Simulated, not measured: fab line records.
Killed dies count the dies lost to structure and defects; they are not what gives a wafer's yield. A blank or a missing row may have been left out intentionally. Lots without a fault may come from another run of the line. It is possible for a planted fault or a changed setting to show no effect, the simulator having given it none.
One fault seen from 2 desks	flow n5_finfet	each desk has only its own numbers; what lay behind them comes last

## AT THE METROLOGY DESK
Lot by lot, what the gauges showed, no matter which tool ran the lot: averages of those sampled wafers that carry a number. Marked OUT: a lot whose mean sits more than 4 standard deviations from the usual mean, which makes it out of limits; the brackets give that distance. Readings shown: 7 of its 10, picked as those furthest out on some lot.
Columns: A = DIBL_N at N5_BEOL_M4_RC_MEAS_101, usual 36.4 mV/V; B = DIBL_P at N5_BEOL_M4_RC_MEAS_101, usual 36.5 mV/V; C = IOFF_N at N5_BEOL_M4_RC_MEAS_101, usual 0.154 nA/um; D = IOFF_P at N5_BEOL_M4_RC_MEAS_101, usual 0.202 nA/um; E = ION_N at N5_BEOL_M4_RC_MEAS_101, usual 671 uA/um; F = SS_N at N5_BEOL_M4_RC_MEAS_101, usual 71.6 mV/dec; G = VT_N at N5_BEOL_M4_RC_MEAS_101, usual 250.9 mV
lot	first seen here	A	B	C	D	E	F	G
L141	day 7 23:53	39.6	38.3	0.194	0.231	689	72.9	246.4
L143	day 8 07:36	36.7	36.6	0.155	0.195	665	71.2	251.9
L147	day 9 13:07	36.7	36.3	0.161	0.211	682	71.2	248.2
L148	day 10 04:04	35.4	35.2	0.155	0.190	671	71.4	251.3
L160	day 12 18:36	36.7	36.2	0.145	0.243	658	71.8	251.9
L162	day 12 23:37	38.2	40.8	0.200	0.252	675	72.5	248.9
L161	day 13 07:52	37.3	36.9	0.181	0.229	675	71.7	247.0
L164	day 13 17:35	36.9	38.4	0.178	0.208	677	71.6	247.2
L163	day 13 22:59	35.0	35.3	0.136	0.202	671	71.1	251.7
This desk's finding: nothing out of limits on any of the 9 lots.

## THE TOOL OWNER'S DESK: rie_si-03
The tool's own readings at N5_FIN_SAQP_MANDREL_ETCH_58 (etches a-Si in HBr/Cl2, stops on SiNx, target depth 45 nm, bt time 10 s, time 27 s): means of the sampled wafers that have a number, for each lot that ran on this tool. Marked OUT: a lot whose mean sits more than 4 standard deviations from the usual mean, which makes it out of limits; the brackets give that distance.
Columns: A = drypump_motor_current_A at N5_FIN_SAQP_MANDREL_ETCH_58, usual 5.6 A; B = oes_product_au at N5_FIN_SAQP_MANDREL_ETCH_58, usual 0.695 a.u.; C = rf_fwd_power_W at N5_FIN_SAQP_MANDREL_ETCH_58, usual 794 W; D = throttle_valve_pct at N5_FIN_SAQP_MANDREL_ETCH_58, usual 35.51 %
lot	first seen here	A	B	C	D
L141	day 1 23:58	6.0	0.688	792	35.46
L143	day 2 12:25	5.5	0.699	791	35.61
L147	day 3 13:34	5.5	0.692	857 (+20) OUT	35.45
L148	day 3 18:18	5.2	0.704	855 (+20) OUT	35.54
L161	day 7 02:02	5.2	0.703	793	35.54
L162	day 7 07:07	6.0	0.692	792	35.46
L163	day 7 12:23	5.8	0.692	790	35.49
L164	day 7 19:02	5.5	0.706	794	35.60
This desk's finding: out of limits on L147, L148; first on L147, day 3 13:34 (rf_fwd_power_W at N5_FIN_SAQP_MANDREL_ETCH_58). L141, L143, L161, L162, L163, L164 stayed within limits.

## BROUGHT TOGETHER
At day 3 13:34, on L147, L148, the tool owner's desk was in a position to raise an alarm.
Metrology desk: nothing out of limits seen.
The metrology desk holds a record of L147, L148, inside its limits.
Of the lots named, all ran N5_FIN_SAQP_MANDREL_ETCH_58 on rie_si-03.

## WHAT HAD BEEN PUT IN BY THE SIMULATOR
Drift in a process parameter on rie_si-03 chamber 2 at N5_FIN_SAQP_MANDREL_ETCH_58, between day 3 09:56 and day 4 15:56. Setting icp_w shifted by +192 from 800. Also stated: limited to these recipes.
Lots struck among those shown: L147, L148.
Hours from the fault's start to each desk's first reading out of limits: the tool owner's desk, 4.
